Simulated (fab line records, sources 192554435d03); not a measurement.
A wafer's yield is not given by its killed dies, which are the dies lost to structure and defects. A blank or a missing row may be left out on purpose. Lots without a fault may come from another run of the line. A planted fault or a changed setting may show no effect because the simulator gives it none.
Lot-split experiment -- flow n5Finfet -- route with 1938 steps; 7 lots, 21 wafers read

ABOUT THE SPLIT
At N5_BEOL_M12_PEB_08 (peb time 90 s), the setting pebTimeS was moved away from the recipe's 90 s on 6 of the 21 wafers read, by -20.7% to +12.9%. The other wafers ran this setting at the recipe's value.

FROM THE SPLIT TO THE READING: what the file shows between them, 2 steps
- N5_BEOL_M12_DEVELOP_09: develop time 45 s
- N5_BEOL_M12_HARDBAKE_14: time 120 s

THE READING
cdNm at N5_BEOL_M12_CD_MEAS_10, given in nm (cd target 140 nm). Fault-free wafers of this fab line usually give 140.0 nm, standard deviation 1.9 nm.

wafer,"tool, chamber at the split","pebTimeS as run, s",against the recipe,"cdNm, nm",against lot-mates on the recipe
L074.1,"lithoTrack-01, 0",72.26,-19.7%,131.2,-7.5
L074.3,"lithoTrack-01, 0",90,recipe,137.3,-
L074.5,"lithoTrack-01, 0",90,recipe,140.1,-
L076.1,"lithoTrack-01, 0",90,recipe,139.2,-
L076.4,"lithoTrack-01, 0",90,recipe,138.4,-
L076.5,"lithoTrack-01, 0",71.41,-20.7%,132.2,-6.6
L077.1,"lithoTrack-05, 0",90,recipe,140.6,-
L077.4,"lithoTrack-05, 0",81.64,-9.3%,137.6,-3.0
L077.5,"lithoTrack-05, 0",81.64,-9.3%,135.4,-5.2
L080.1,"lithoTrack-01, 0",90,recipe,140.4,-
L080.2,"lithoTrack-01, 0",90,recipe,142.4,-
L080.6,"lithoTrack-01, 0",90,recipe,142.1,-
L082.1,"lithoTrack-01, 0",90,recipe,141.3,-
L082.4,"lithoTrack-01, 0",90,recipe,138.8,-
L082.6,"lithoTrack-01, 0",90,recipe,139.5,-
L083.4,"lithoTrack-01, 0",90,recipe,142.1,-
L083.5,"lithoTrack-01, 0",90,recipe,141.0,-
L083.6,"lithoTrack-01, 0",90,recipe,140.8,-
L086.3,"lithoTrack-01, 0",101.6,+12.9%,143.4,+6.3
L086.4,"lithoTrack-01, 0",90,recipe,137.1,-
L086.5,"lithoTrack-01, 0",101.6,+12.9%,142.9,+5.8

FIT RESULTS
A straight line over all 21 wafers: cdNm changes by +0.359 nm for each +1% of pebTimeS; r = +0.88; the points scatter about the line by 1.6 nm.
The same after taking each lot's own level away (the mean of its wafers on the recipe; 21 wafers): +0.395 nm for each +1%; r = +0.96; scatter 0.97 nm.
The reading moves by 8.2 nm for the largest change in pebTimeS, on that fit.
The span of the lots' own levels, 137.10 to 141.63 nm, comes to 2.4 times the standard deviation stated above.
The two slopes agree, so the slope changes little with the lot-to-lot level.
Check: for one of the wafers moved furthest among these (-20.7%), held out of the fit, the line's prediction against its lot-mates is -8.72 nm. Against them it came out at -6.6 nm.

OTHER SPLITS APPLIED TO THESE WAFERS
Before the reading, these wafers also passed through other splits. Each is held against what the fit with the lots' levels taken away leaves over:
other split on the same wafers,wafers away from the commonest value,r with cdNm (lot level and that fit taken away)
N5_BEOL_M9_TRENCH_ETCH_37 timeS,9,+0.13
N5_BEOL_M10_VIA_ETCH_34 sourceW,5,-0.38
N5_BEOL_M10_TRENCH_ETCH_37 timeS,7,-0.21

THE FILE'S OWN FIT
cdNm changes by +0.376 nm for each +1% of pebTimeS, r = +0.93.
